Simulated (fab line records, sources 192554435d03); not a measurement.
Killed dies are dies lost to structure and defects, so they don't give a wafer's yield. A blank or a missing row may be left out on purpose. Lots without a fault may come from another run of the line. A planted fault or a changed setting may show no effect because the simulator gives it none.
fab line records | flow n5_finfet
record lots=7 wafers=18 last_day=18
route steps=1938 shown GATE_CUT@478 BEOL_M4@1111 PASSIVATION@1936
lots that met no fault: from a run of the same line without faults
start_h: hours from the record's first day to the start of the lot's first wafer shown | wait_h: hours since the lot's step before | " the same as in the row above | L1.1+2: a row that stands for several wafers | - no value, or no start given | * or withheld: withheld | < > ~ a bound
route shown NAME@n: a module of which the file shows steps, and the number in the route of the first | usual: mean/standard deviation of fault-free wafers | same: alike in all rows | chamber/n: place in a boat | sites: the reading at each site | _std_site: their standard deviation | _edge_site: outer sites' mean less inner sites' | radius_mm: how far each site lies from the wafer's centre | mask NAME#n: copy n | behind: the tool/chamber that last shaped the wafer | hold: why the lot was held/for how many hours/how that ended | device: the transistor (n, p or np) that didn't switch | end of line: the same wafers' tests at the end of the route | a step without rows: its recipe alone | killed: dies lost to structure and defects at the first sort, not the wafer's yield | map: a wafer's dies, x killed, . not, _ none there
set.NAME: the setting as run; set.NAME@STEP: as run at that earlier step | model.NAME: the simulator's own value behind a step, which no gauge read
lots at some steps of the route; a table a step, a row a wafer
services: from which hour (start_h, from the record's first day; less than 0 if before it) a tool's chamber was out of use, for how many hours, and why
## steps
# step N5_GATE_CUT_COAT_34
# recipe resist=SOC temp_c=250 time_s=60 spin_rpm=1500 resist_thk_nm=60
# step N5_GATE_CUT_COAT_35
# recipe resist=SiARC temp_c=220 time_s=60 spin_rpm=1500 resist_thk_nm=10
# step N5_GATE_CUT_COAT_27
# recipe resist=underlayer temp_c=205 time_s=60 spin_rpm=1500 resist_thk_nm=10
# step N5_GATE_CUT_COAT_07
# recipe resist=CAR-EUV spin_rpm=1500 resist_thk_nm=30
# step N5_GATE_CUT_EBR_09
# recipe solvent=PGMEA ebr_width_mm=1.5
# step N5_GATE_CUT_SOFTBAKE_08
# recipe temp_c=110 time_s=60 resist=CAR-EUV
# step N5_GATE_CUT_EXPOSE_10
# recipe mask_id=GATE_CUT na=0.33 source_shape=annular sigma_inner=0.35 sigma_outer=0.8 polarization=unpolarized target_cd_nm=20 dose_mj=43.25
# step N5_GATE_CUT_PEB_11
# recipe peb_temp_c=100 peb_time_s=60 resist=CAR-EUV
# step N5_GATE_CUT_DEVELOP_12
# recipe develop_time_s=30 developer=TMAH resist=CAR-EUV rinse_liquid=surfactant_rinse dry=air_spin dev_temp_c=23
# step N5_GATE_CUT_CD_MEAS_13
# recipe target_cd_nm=20 landing_energy_ev=500 detector=se_inlens
# usual cd_nm=19.84/0.26
# same landing_energy_ev=500
# columns lot.wafer tool chamber start_h wait_h cd_nm
L873.1 cd_sem-02 0 116.23 - 20.02
L873.3 " 0 " " 20.00
L873.5 " 0 " " 19.98
L874.2 cd_sem-03 0 124.62 - 19.70
L874.3 " 0 " " 19.54
L874.4 " 0 " " 19.75
L881.4 cd_sem-01 0 162.71 - 19.94
L881.6 " 0 " " 19.95
L885.3 cd_sem-03 0 184.26 - 19.33
L885.4 " 0 " " 19.87
L885.5 " 0 " " 20.06
L888.1 cd_sem-02 0 210.26 - 19.97
L888.2 " 0 " " 19.78
L890.1 cd_sem-02 0 217.22 - 19.86
L890.3 " 0 " " 20.00
L890.5 " 0 " " 20.05
L891.4 cd_sem-02 0 224.35 - 20.10
L891.5 " 0 " " 20.37
# step N5_GATE_CUT_OVL_MEAS_14
# recipe points_per_wafer=522
# usual GATE_CUT_OVL=0.2/0.7
# columns lot.wafer tool chamber start_h wait_h GATE_CUT_OVL[nm]
L873.1 overlay-02 0 116.26 0.0 0.3
L873.3 " 0 " " -0.6
L873.5 " 0 " " -0.4
L874.2 overlay-01 0 124.65 0.0 0.1
L874.3 " 0 " " 0.6
L874.4 " 0 " " -0.6
L881.4 overlay-01 0 162.76 0.0 -0.7
L881.6 " 0 " " -1.0
L885.3 overlay-02 0 184.30 0.0 0.6
L885.4 " 0 " " -0.1
L885.5 " 0 " " 0.0
L888.1 overlay-01 0 210.29 0.0 0.8
L888.2 " 0 " " 0.7
L890.1 overlay-01 0 217.25 0.0 -1.0
L890.3 " 0 " " -0.7
L890.5 " 0 " " -0.8
L891.4 overlay-01 0 224.40 0.0 0.6
L891.5 " 0 " " 0.4
# step N5_GATE_CUT_INSPECT_15
# recipe mode=adi inspect_instrument=brightfield
# usual raw_defect_count=127/39
# columns lot.wafer tool chamber start_h wait_h raw_defect_count
L873.1 defect_inspect-02 - 116.32 0.1 90
L873.3 " - " " 78
L873.5 " - " " 125
L874.2 defect_inspect-02 - 124.71 0.0 181
L874.3 " - " " 198
L874.4 " - " " 144
L881.4 defect_inspect-02 - 162.80 0.0 98
L881.6 " - " " 125
L885.3 defect_inspect-02 - 184.35 0.0 181
L885.4 " - " " 146
L885.5 " - " " 124
L888.1 defect_inspect-02 - 210.35 0.1 146
L888.2 " - " " 87
L890.1 defect_inspect-02 - 217.30 0.1 99
L890.3 " - " " 147
L890.5 " - " " 137
L891.4 defect_inspect-01 - 224.44 0.0 115
L891.5 " - " " 124
# step N5_GATE_CUT_DESCUM_18
# recipe chemistry=O2 time_s=7 source_power_w=50 bias_power_w=20 pressure_mtorr=20 rf_frequency_hz=2.712e+07 temp_c=40 resist=CAR-EUV o2_flow_sccm=225
# usual drypump_motor_current_A=5.62/0.29 o2_flow_sccm=225.0/0.66 oes_product_au=0.76/0.072 rf_vpp_V=243.6/1.1 showerhead_plenum_p_Torr=2.12/0.045 throttle_valve_pct=20.43/0.25
# columns lot.wafer tool chamber start_h wait_h drypump_motor_current_A o2_flow_sccm oes_product_au rf_hours_counter_h rf_vpp_V showerhead_plenum_p_Torr throttle_valve_pct model.CAR-EUV_of_GATE_CUT_COAT_07.thk_nm
L873.1 rie_diel-01 3 116.35 0.0 5.76 225.4 0.77 175 245.0 2.15 20.04 26.2
L873.3 " 0 " " 6.06 224.7 0.66 247 244.7 2.17 20.90 26.2
L873.5 " 1 " " 5.95 225.4 0.71 - 244.3 2.19 20.95 26.2
L874.2 rie_diel-01 1 124.74 0.0 5.91 223.8 0.70 210 244.9 2.19 20.94 26.2
L874.3 " 0 " " 6.08 225.1 0.66 250 243.3 2.17 20.92 26
L874.4 " 2 " " 5.25 224.0 0.70 211 243.0 2.09 20.38 26.2
L881.4 rie_diel-05 3 162.83 0.0 5.54 224.1 0.69 211 242.9 2.07 20.69 26.2
L881.6 " 0 " " 6.03 225.0 0.77 - 242.9 2.18 20.28 26
L885.3 rie_diel-06 3 184.38 0.0 5.25 225.0 0.83 76 243.1 2.03 20.41 26.2
L885.4 " 0 " " 5.83 226.0 0.72 - 243.4 2.14 20.29 26.2
L885.5 " 3 " " 5.26 224.7 0.84 - 242.0 2.03 20.40 26.2
L888.1 rie_diel-05 1 210.38 0.0 5.29 225.1 0.80 96 242.2 2.11 20.26 26
L888.2 " 3 " " 5.55 225.3 0.68 225 242.3 2.07 20.70 25.8
L890.1 rie_diel-05 0 217.75 0.4 6.04 224.4 0.75 177 242.8 2.18 20.31 26
L890.3 " 2 " " 5.56 224.2 0.83 63 243.0 2.11 20.31 26
L890.5 " 1 " " 5.27 224.2 0.79 - 242.8 2.11 20.24 25.6
L891.4 rie_diel-05 1 224.47 0.0 5.25 224.4 0.80 100 243.7 2.11 20.25 26
L891.5 " 2 " " 5.53 224.6 0.82 - 243.2 2.11 20.32 25.6
# step N5_GATE_CUT_ETCH_28
# recipe chemistry=N2/H2 target=underlayer target_depth_a=130 mask_material=CAR-EUV time_s=10.4 ion_energy_ev=200 pressure_mtorr=30 source_w=840 bias_w=150 n2_flow_sccm=200 h2_flow_sccm=200 ends=cleared
# usual drypump_motor_current_A=5.62/0.29 etch_rf_on_time_s=10.37/0.27 oes_product_au=0.66/0.063 rf_vpp_V=524.8/1.8 showerhead_plenum_p_Torr=2.58/0.057 throttle_valve_pct=17.93/0.21
# columns lot.wafer tool chamber start_h wait_h drypump_motor_current_A etch_rf_on_time_s oes_product_au rf_hours_counter_h rf_vpp_V showerhead_plenum_p_Torr throttle_valve_pct
L873.1 rie_diel-01 3 116.38 0.0 5.74 10.03 0.66 175 524.5 2.64 17.58
L873.3 " 0 " " 6.09 10.63 0.57 247 525.0 2.62 18.41
L873.5 " 1 " " 5.98 10.36 0.61 - 526.8 2.64 18.38
L874.2 rie_diel-01 1 124.77 0.0 6.01 10.43 0.61 210 524.9 2.64 18.37
L874.3 " 0 " " 6.08 10.72 0.57 250 523.8 2.62 18.38
L874.4 " 2 " " 5.28 10.22 0.59 211 523.6 2.52 17.83
L881.4 rie_diel-05 3 162.86 0.0 5.55 10.49 0.60 211 522.7 2.50 17.91
L881.6 " 0 " " 6.02 10.20 0.65 - 526.4 2.65 17.81
L885.3 rie_diel-06 3 184.42 0.0 5.28 10.43 0.71 76 521.6 2.48 17.97
L885.4 " 0 " " 5.86 10.99 0.61 - 526.5 2.64 17.98
L885.5 " 3 " " 5.36 10.26 0.71 - 522.9 2.48 17.97
L888.1 rie_diel-05 1 210.41 0.0 5.28 9.91 0.71 96 524.2 2.58 17.75
L888.2 " 3 " " 5.54 10.33 0.59 225 522.8 2.49 17.93
L890.1 rie_diel-05 0 217.79 0.0 6.03 10.25 0.64 177 526.6 2.64 17.82
L890.3 " 2 " " 5.54 10.28 0.71 63 524.0 2.59 18.03
L890.5 " 1 " " 5.26 10.01 0.71 - 524.9 2.58 17.76
L891.4 rie_diel-05 1 224.51 0.0 5.28 10.03 0.70 100 523.5 2.58 17.78
L891.5 " 2 " " 5.56 10.18 0.72 - 524.1 2.59 18.01
# step N5_GATE_CUT_ETCH_36
# recipe chemistry=CF4 target=SiARC target_depth_a=130 mask_material=CAR-EUV time_s=21.7 ion_energy_ev=80 pressure_mtorr=40 source_w=545 bias_w=36 Ar_flow_sccm=100 cf4_flow_sccm=100 ends=cleared
# usual drypump_motor_current_A=5.61/0.29 etch_rf_on_time_s=21.7/0.48 oes_product_au=0.65/0.063 rf_vpp_V=184.4/0.99 showerhead_plenum_p_Torr=2.17/0.047 throttle_valve_pct=15.63/0.21
# columns lot.wafer tool chamber start_h wait_h drypump_motor_current_A etch_rf_on_time_s oes_product_au rf_hours_counter_h rf_vpp_V showerhead_plenum_p_Torr throttle_valve_pct model.CAR-EUV_of_GATE_CUT_COAT_07.thk_nm
L873.1 rie_diel-01 3 116.40 0.0 5.79 21.5 0.66 175 185.3 2.22 15.42 7
L873.3 " 0 " " 6.09 22.2 0.57 247 185.8 2.19 15.97 7
L873.5 " 1 " " 5.96 21.7 0.61 - 184.6 2.20 15.97 7
L874.2 rie_diel-01 1 124.79 0.0 5.96 22.0 0.61 210 184.6 2.20 15.98 7
L874.3 " 0 " " 6.08 22.6 0.56 250 185.4 2.19 15.96 6.8
L874.4 " 2 " " 5.26 21.6 0.59 211 183.8 2.13 15.62 6.8
L881.4 rie_diel-05 3 162.88 0.0 5.54 22.0 0.60 211 184.3 2.12 15.86 7
L881.6 " 0 " " 6.02 21.4 0.64 - 185.8 2.24 15.56 6.8
L885.3 rie_diel-06 3 184.44 0.0 5.31 21.2 0.72 76 182.8 2.08 15.55 6.8
L885.4 " 0 " " 5.83 22.7 0.61 - 183.8 2.22 15.67 7
L885.5 " 3 " " 5.29 21.2 0.72 - 182.9 2.09 15.55 7
L888.1 rie_diel-05 1 210.43 0.0 5.26 21.1 0.70 96 183.8 2.15 15.36 7
L888.2 " 3 " " 5.55 22.2 0.59 225 185.0 2.12 15.90 6.8
L890.1 rie_diel-05 0 217.81 0.0 6.09 21.4 0.63 177 186.3 2.23 15.57 7
L890.3 " 2 " " 5.56 21.5 0.72 63 185.0 2.17 15.56 7
L890.5 " 1 " " 5.23 21.1 0.70 - 184.0 2.15 15.36 6.6
L891.4 rie_diel-05 1 224.53 0.0 5.25 21.2 0.69 100 184.7 2.15 15.35 7
L891.5 " 2 " " 5.55 21.5 0.72 - 184.8 2.17 15.56 6.6
# step N5_GATE_CUT_ETCH_37
# recipe chemistry=N2/H2 target=SOC target_depth_a=600 overetch_a=120 mask_material=SiARC temp_c=40 time_s=90 ion_energy_ev=200 pressure_mtorr=30 source_w=840 bias_w=150 n2_flow_sccm=200 h2_flow_sccm=200
# usual drypump_motor_current_A=5.62/0.29 oes_product_au=0.69/0.062 rf_vpp_V=524.7/1.7 showerhead_plenum_p_Torr=2.58/0.057 throttle_valve_pct=17.90/0.22
# columns lot.wafer tool chamber start_h wait_h drypump_motor_current_A oes_product_au rf_hours_counter_h rf_vpp_V showerhead_plenum_p_Torr throttle_valve_pct
L873.1 rie_diel-01 3 116.43 0.0 5.77 0.68 175 527.5 2.64 17.55
L873.3 " 0 " " 6.11 0.60 247 525.0 2.62 18.36
L873.5 " 1 " " 5.96 0.64 - 526.6 2.64 18.36
L874.2 rie_diel-01 1 124.82 0.0 5.96 0.64 210 525.4 2.64 18.36
L874.3 " 0 " " 6.10 0.61 250 526.0 2.62 18.37
L874.4 " 2 " " 5.28 0.62 211 523.4 2.52 17.78
L881.4 rie_diel-05 3 162.91 0.0 5.54 0.63 211 523.0 2.50 17.90
L881.6 " 0 " " 5.99 0.67 - 527.9 2.65 17.77
L885.3 rie_diel-06 3 184.46 0.0 5.32 0.75 76 521.1 2.48 17.95
L885.4 " 0 " " 5.84 0.66 - 526.4 2.64 17.95
L885.5 " 3 " " 5.30 0.74 - 522.3 2.48 17.95
L888.1 rie_diel-05 1 210.46 0.0 5.27 0.71 96 524.2 2.58 17.72
L888.2 " 3 " " 5.55 0.63 225 521.7 2.49 17.92
L890.1 rie_diel-05 0 217.83 0.0 6.04 0.66 177 525.1 2.64 17.81
L890.3 " 2 " " 5.55 0.75 63 525.3 2.59 17.98
L890.5 " 1 " " 5.29 0.71 - 522.8 2.58 17.73
L891.4 rie_diel-05 1 224.55 0.0 5.30 0.71 100 526.3 2.58 17.71
L891.5 " 2 " " 5.56 0.74 - 524.6 2.59 18.00
# step N5_BEOL_M4_RC_MEAS_101
# usual DIBL_N=35.8/1.5 DIBL_P=35.9/1.8 IOFF_N=0.152/0.025 IOFF_P=0.21/0.031 ION_N=672/11 ION_P=462/7.4 SS_N=71.5/0.52 SS_P=73.2/0.54 VT_N=250/3 VT_P=-250/3.3
# columns lot.wafer tool chamber start_h wait_h DIBL_N[mV/V] DIBL_P[mV/V] IOFF_N[nA/um] IOFF_P[nA/um] ION_N[uA/um] ION_P[uA/um] SS_N[mV/dec] SS_P[mV/dec] VT_N[mV] VT_P[mV]
L873.1 prober-02 0 202.21 0.0 35.4 34.0 0.139 0.20 665 460 71.3 72.9 250 -247
L873.3 " 0 " " 37.5 35.9 0.173 0.24 673 463 71.0 73.0 247 -245
L873.5 " 0 " " 35.8 33.8 0.145 0.21 669 463 71.4 73.2 249 -247
L874.2 prober-02 0 218.54 0.2 37.1 39.4 0.164 0.21 678 463 71.6 73.3 252 -253
L874.3 " 0 " " 37.4 38.7 0.163 0.20 682 463 72.0 73.4 248 -252
L874.4 " 0 " " 35.9 37.6 0.148 0.18 686 457 71.4 72.9 249 -253
L881.4 prober-02 0 244.69 0.5 34.6 34.5 0.126 0.19 661 463 71.7 72.6 255 -253
L881.6 " 0 " " 34.7 34.0 0.126 0.18 666 454 71.7 73.1 253 -252
L885.3 prober-01 0 285.21 0.3 35.5 35.8 0.171 0.21 661 456 71.7 73.2 246 -249
L885.4 " 0 " " 36.2 37.2 0.177 0.23 693 470 70.9 73.8 246 -248
L885.5 " 0 " " 36.6 37.0 0.176 0.22 672 458 71.3 74.2 248 -248
L888.1 prober-01 0 289.18 0.0 32.4 33.3 0.116 0.20 660 468 71.5 72.3 253 -248
L888.2 " 0 " " 34.6 35.6 0.152 0.23 689 477 71.6 72.6 250 -247
L890.1 prober-01 0 303.34 0.0 36.0 35.4 0.146 0.22 676 467 71.5 73.1 251 -249
L890.3 " 0 " " 38.3 38.4 0.200 0.28 685 470 71.4 72.8 249 -244
L890.5 " 0 " " 33.3 32.8 0.114 0.18 656 455 70.2 72.3 252 -251
L891.4 prober-02 0 321.47 0.5 35.0 34.9 0.137 0.19 675 472 71.3 72.8 256 -253
L891.5 " 0 " " 36.9 36.4 0.165 0.21 670 455 72.2 72.7 251 -251
# step N5_PASSIVATION_PROBE_49
# usual defect_limited_yield=91.7/1.7 killed_at_M0_to_M3=34/10 killed_at_M4_up=13/5.1 killed_at_contacts=12/6.2 killed_at_front_end=36/12 killed_at_other=3.2/2.6 killed_dies=98/20 killed_open=65/13 killed_short=32/8.4 sort_bin_5_function=4.8/1.1 sort_bin_6_memory=3.2/0.74 sort_n_pass=1082/20 sort_yield_pct=91.7/1.7
# same gross_dies=1180 killed_at_back_side=0 sort_bin_4_leakage[%]=0 sort_bin_8_speed[%]=0
# columns lot.wafer tool chamber start_h wait_h defect_limited_yield[%] killed_at_M0_to_M3 killed_at_M4_up killed_at_contacts killed_at_front_end killed_at_other killed_dies killed_open killed_short sort_bin_5_function[%] sort_bin_6_memory[%] sort_n_pass sort_yield_pct[%]
L874.4 prober-02 - 327.29 0.2 90.3 44 7 3 58 3 115 72 43 4.9 4.4 1065 90.3
L891.5 prober-01 - 434.36 0.2 87.5 49 18 31 40 10 148 99 40 6.6 5.0 1032 87.5
# killed by level:class
L874.4 FIN_SAQP:geometric_particle:short=17 STI_FIN_REVEAL:geometric_particle:open=13 FIN_SAQP:geometric_particle:open=11 BEOL_M3:geometric_particle:open=11 BEOL_M0_SAQP:geometric_particle:short=10 BEOL_M2:geometric_particle:open=9 BEOL_M0_SAQP:geometric_particle:open=8 STI_FIN_REVEAL:geometric_particle:short=5
L891.5 MOL_CONTACT_COAG:geometric_particle:open=27 BEOL_M2:geometric_particle:open=11 BEOL_M3:geometric_particle:open=10 HKMG_FIN:area_etch=9 BEOL_M0_SAQP:geometric_particle:short=8 STI_FIN_REVEAL:geometric_particle:open=7 BEOL_M0_SAQP:geometric_particle:open=6 BEOL_M4:geometric_particle:open=6
## services
# columns tool chamber start_h hours kind
rie_diel-01 0 126.57 - clean
rie_diel-01 0 126.57 - consumable_replace:focus_ring
rie_diel-01 0 126.57 18.5 scheduled_down
rie_diel-01 0 126.57 18.5 vent_cycle
rie_diel-06 1 130.63 9.8 repair
rie_diel-06 1 140.64 - clean
rie_diel-06 1 140.64 - consumable_replace:focus_ring
rie_diel-06 1 140.64 25.2 scheduled_down
rie_diel-06 1 140.64 25.2 vent_cycle
rie_diel-06 2 149.71 12.8 repair
rie_diel-01 3 157.99 1.5 repair
rie_diel-06 1 177.25 22.2 repair
rie_diel-06 2 194.15 4.6 repair
## key
first_sign none at tools or gauges
model_effect step=N5_GATE_CUT_DESCUM_18 value=CAR-EUV_of_GATE_CUT_COAT_07.thk_nm without=26.07 struck=25.67
model_effect step=N5_GATE_CUT_ETCH_36 value=CAR-EUV_of_GATE_CUT_COAT_07.thk_nm without=7 struck=6.667
met_at N5_GATE_CUT_DESCUM_18
struck_wafers L888.2,L890.5,L891.5
onset_between 162.83 210.38
fault kind=process_parameter_drift tool=rie_diel-05 chamber=- onset_h=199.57 steps=N5_GATE_CUT_DESCUM_18 channel=time_s offset=* shape=step end_h=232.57 scope=struck_wafers_only acts_in=* stated=*
